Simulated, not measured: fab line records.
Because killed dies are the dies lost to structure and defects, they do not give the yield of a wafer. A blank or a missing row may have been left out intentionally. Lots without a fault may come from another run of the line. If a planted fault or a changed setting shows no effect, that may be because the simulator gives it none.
Comparing a struck lot with a sound one | flow n5 finfet | 18 steps out of a route of 1938
Sound: these wafers, L960.1, L960.2, L960.4. Wafers L971.1, L971.3, L971.6 were the ones struck. The cause is named last.
For every step that has rows: the tool of each side, followed by ch and its chambers, followed by its first start. Under that, the readings that differ: sound wafers | struck wafers | difference of the means | sigmas: that difference in standard deviations of wafers without a fault.
alike: a reading whose means differ by less than 2 such deviations, as well as words and numbers matching on both sides. not compared: withheld readings; readings where some wafer has no value; bounds like >300 that might hide an equal value; numbers whose values overlap and for which the record gives no deviation.
The two part at a step that has a row with sigmas, a row that says differs or no value, or rows on one side only. Numbers that have no deviation but don't overlap get no sigmas and don't part them. A reading missing from all wafers of one side parts the sides only when that side holds two or more wafers.

N5_MIM_BOT_ETCH_ETCH_03: etches the open film in Cl2/BCl3, target depth 12 nm.
  sound on rie metal-01 ch 0,1, day 13 18:38; struck on rie metal-03 ch 0, day 16 11:30
  reading                | sound             | struck            | difference | sigmas
  throttle valve pct (%) | 27.49 27.83 27.51 | 27.02 27.02 27.02 | -0.59      | -2
  alike: drypump motor current A, he backside leak sccm, mfc cl2 sccm, oes product au
  not compared: rf hours counter h
N5_MIM_BOT_ETCH_ETCH_00: etches TiN in Cl2/BCl3, target depth 45.5 nm.
  sound on rie metal-01 ch 0,1, day 13 18:43; struck on rie metal-03 ch 0, day 16 11:35
  reading                | sound             | struck            | difference | sigmas
  throttle valve pct (%) | 21.79 22.14 21.81 | 21.47 21.45 21.44 | -0.46      | -2
  alike: drypump motor current A, he backside leak sccm, mfc cl2 sccm, oes_ar_750_au, oes product au
  not compared: rf hours counter h
N5_MIM_BOT_ETCH_STRIP_01: strips in O2.
  sound on rie diel-06 ch 0,1,2, day 13 19:12; struck on rie diel-02 ch 0,2,3, day 16 11:44
  alike: drypump motor current A, oes product au, rf vpp V, showerhead plenum p Torr, throttle valve pct
  not compared: rf hours counter h
then, 3 steps without rows for these wafers: N5_MIM_BOT_ETCH_STRIP_02 (strips in post etch residue remover, time 1200 s); N5_MIM_BOT_ETCH_CLEAN_05 (cleans in IPA, time 180 s); N5_MIM_BOT_ETCH_SRD_06 (time 30 s).
N5_PASSIVATION_PECVD_55: deposits SiO2 from SiH4/N2O, target thk 400 nm, time 22.5 s.
  sound on pecvd-04 ch 1,2, day 13 19:42; struck on pecvd-03 ch 1,2, day 16 12:14
  alike: heater power w, showerhead plenum p Torr, throttle valve pct
N5_PASSIVATION_PECVD_01: deposits SiNx from SiH4/NH3/N2, target thk 200 nm, time 43.2 s.
  sound on pecvd-04 ch 1,2, day 13 19:44; struck on pecvd-03 ch 1,2, day 16 12:16
  alike: heater power w, showerhead plenum p Torr, throttle valve pct
then, 4 steps without rows for these wafers: N5_PASSIVATION_HMDS_03 (time 60 s); N5_PASSIVATION_COAT_04; N5_PASSIVATION_EBR_06; N5_PASSIVATION_SOFTBAKE_05 (time 90 s).
N5_PASSIVATION_EXPOSE_07: exposes mask TV, defocus 0 nm, target cd 3000 nm.
  sound on krf scanner-01 ch 0, day 13 21:22; struck on krf scanner-02 ch 0, day 16 14:59
  reading              | sound                | struck               | difference | sigmas
  exposure dose mJ cm2 | 22.782 22.756 22.772 | 23.795 23.778 23.767 | +1.010     | +46
  alike: mask
then, 3 steps without rows for these wafers: N5_PASSIVATION_PEB_08; N5_PASSIVATION_DEVELOP_09 (develop time 60 s); N5_PASSIVATION_HARDBAKE_11 (time 120 s).
N5_PASSIVATION_CD_MEAS_10 targets a cd of 3000 nm.
  sound on cd sem-03 ch 0, day 13 21:32; struck on cd sem-03 ch 0, day 16 15:10
  reading    | sound                | struck               | difference | sigmas
  cd nm (nm) | 3003.3 3001.9 3002.9 | 3007.3 3009.1 3008.2 | +5.5       | +3
N5_PASSIVATION_OVL_MEAS_60:
  sound on overlay-01 ch 0, day 13 21:34; struck on overlay-01 ch 0, day 16 15:11
  alike: TV_OVL

## WHERE THEY PART
At N5_MIM_BOT_ETCH_ETCH_03 first; at N5_PASSIVATION_CD_MEAS_10 last (within this record only). Later steps at which nothing parts them and some readings are alike: N5_PASSIVATION_OVL_MEAS_60.

WHY: what the simulator had put in
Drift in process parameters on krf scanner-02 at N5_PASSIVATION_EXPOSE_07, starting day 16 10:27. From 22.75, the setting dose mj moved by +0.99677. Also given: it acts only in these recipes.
